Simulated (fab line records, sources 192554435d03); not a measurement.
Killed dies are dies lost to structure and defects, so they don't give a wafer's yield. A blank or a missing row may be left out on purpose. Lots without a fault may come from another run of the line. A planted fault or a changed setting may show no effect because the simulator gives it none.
Split-lot experiment | flow n5_finfet | 7 lots, 21 wafers read, on a route of 1938 steps

THE SPLIT
At N5_BEOL_M4_COAT_62 (time 60 s, resist thk 12 nm), the setting spin_rpm was moved away from the recipe's 1500 rpm on 7 of the 21 wafers read, by -7.5% to +5.3%. The other wafers ran this setting at the recipe's value.

FROM THE SPLIT TO THE READING: what the file shows between them, 2 steps
- N5_BEOL_M4_DESCUM_16: chemistry O2, time 7 s (also split here: time_s)
- N5_BEOL_M4_ETCH_74: etches underlayer in N2/H2, target depth 6.5 nm, time 5.2 s

THE READING
etch.depth_nm (the simulator's own value, which no gauge read), in nm, at N5_BEOL_M4_ETCH_63 (etches SiARC in CF4, target depth 15.6 nm, time 26 s). The file gives no usual value for it. The 14 wafers here that ran the recipe average 12.05 nm, standard deviation 0.052 nm.

wafer  | tool, chamber at the split | spin_rpm as run, rpm | against the recipe | etch.depth_nm, nm | against lot-mates on the recipe
L081.1 | litho_track-05, 0          | 1579                 | +5.3%              | 11.79             | -0.29
L081.2 | litho_track-05, 0          | 1500                 | recipe             | 12.08             | -
L081.6 | litho_track-05, 0          | 1579                 | +5.3%              | 11.76             | -0.32
L083.1 | litho_track-03, 0          | 1438                 | -4.1%              | 12.28             | +0.27
L083.2 | litho_track-03, 0          | 1500                 | recipe             | 12.01             | -
L083.4 | litho_track-03, 0          | 1500                 | recipe             | 12.01             | -
L088.1 | litho_track-02, 0          | 1500                 | recipe             | 12.12             | -
L088.5 | litho_track-02, 0          | 1500                 | recipe             | 12.15             | -
L088.6 | litho_track-02, 0          | 1399                 | -6.7%              | 12.58             | +0.45
L090.2 | litho_track-02, 0          | 1500                 | recipe             | 12.06             | -
L090.3 | litho_track-02, 0          | 1500                 | recipe             | 12.1              | -
L090.4 | litho_track-02, 0          | 1500                 | recipe             | 12.07             | -
L091.2 | litho_track-05, 0          | 1500                 | recipe             | 12.03             | -
L091.3 | litho_track-05, 0          | 1500                 | recipe             | 12.05             | -
L091.5 | litho_track-05, 0          | 1387                 | -7.5%              | 12.5              | +0.46
L093.2 | litho_track-03, 0          | 1500                 | recipe             | 11.95             | -
L093.3 | litho_track-03, 0          | 1429                 | -4.7%              | 12.22             | +0.27
L093.4 | litho_track-03, 0          | 1429                 | -4.7%              | 12.24             | +0.29
L092.3 | litho_track-03, 0          | 1500                 | recipe             | 12.02             | -
L092.4 | litho_track-03, 0          | 1500                 | recipe             | 11.99             | -
L092.6 | litho_track-03, 0          | 1500                 | recipe             | 12.02             | -

THE FIT
A straight line over all 21 wafers: etch.depth_nm changes by -0.057 nm for each +1% of spin_rpm; r = -0.95; the points scatter about the line by 0.064 nm.
The same after taking each lot's own level away (the mean of its wafers on the recipe; 21 wafers): -0.061 nm for each +1%; r = -1.00; scatter 0.016 nm.
On that fit, the largest move of spin_rpm shifts the reading by 0.46 nm.
The lots' own levels span 11.950 to 12.135 nm, that is 3.6 times the standard deviation above.
So the lot-to-lot level changes the slope little: the two slopes agree.
Check: with one of the wafers moved furthest among these (-7.5%) left out of the fit, the line predicts +0.464 nm for it against its lot-mates. It came out at +0.46 nm against them.

OTHER SPLITS ON THESE WAFERS
These wafers also went through other splits before the reading. Each is held against what the fit with the lots' levels taken away leaves over:
other split on the same wafers     | wafers away from the commonest value | r with etch.depth_nm (lot level and that fit taken away)
N5_BEOL_M0_CUTY_DESCUM_61 time_s   | 11                                   | +0.18
N5_BEOL_M1_TRENCH_ETCH_37 source_w | 4                                    | -0.15
N5_BEOL_M2_COAT_05 spin_rpm        | 6                                    | -0.20
N5_BEOL_M3_ILD_DEP_00 time_s       | 7                                    | +0.20
N5_BEOL_M3_TRENCH_ETCH_37 bias_w   | 6                                    | -0.19
N5_BEOL_M3_ETCH_41 target_depth_a  | 8                                    | -0.17
N5_BEOL_M4_DESCUM_16 time_s        | 5                                    | +0.00

THE WHOLE CHAIN: every reading that the file lists as answering this split, in the file's order
step               | what it does                                         | reading                                                                          | change (the file's fit)                | r (the file's)
N5_BEOL_M4_COAT_62 | time 60 s, resist thk 12 nm                          | SiARC_of_BEOL_M4_COAT_62.thk_nm (the simulator's own value, which no gauge read) | -0.0593 nm for each +1% of the setting | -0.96
N5_BEOL_M4_ETCH_63 | etches SiARC in CF4, target depth 15.6 nm, time 26 s | etch_rf_on_time_s                                                                | withheld for each +1% of the setting   | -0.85
N5_BEOL_M4_ETCH_63 | etches SiARC in CF4, target depth 15.6 nm, time 26 s | etch.depth_nm (the simulator's own value, which no gauge read)                   | -0.0619 nm for each +1% of the setting | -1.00

THE FILE'S OWN FIT
etch.depth_nm changes by -0.0619 nm for each +1% of spin_rpm, r = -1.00.
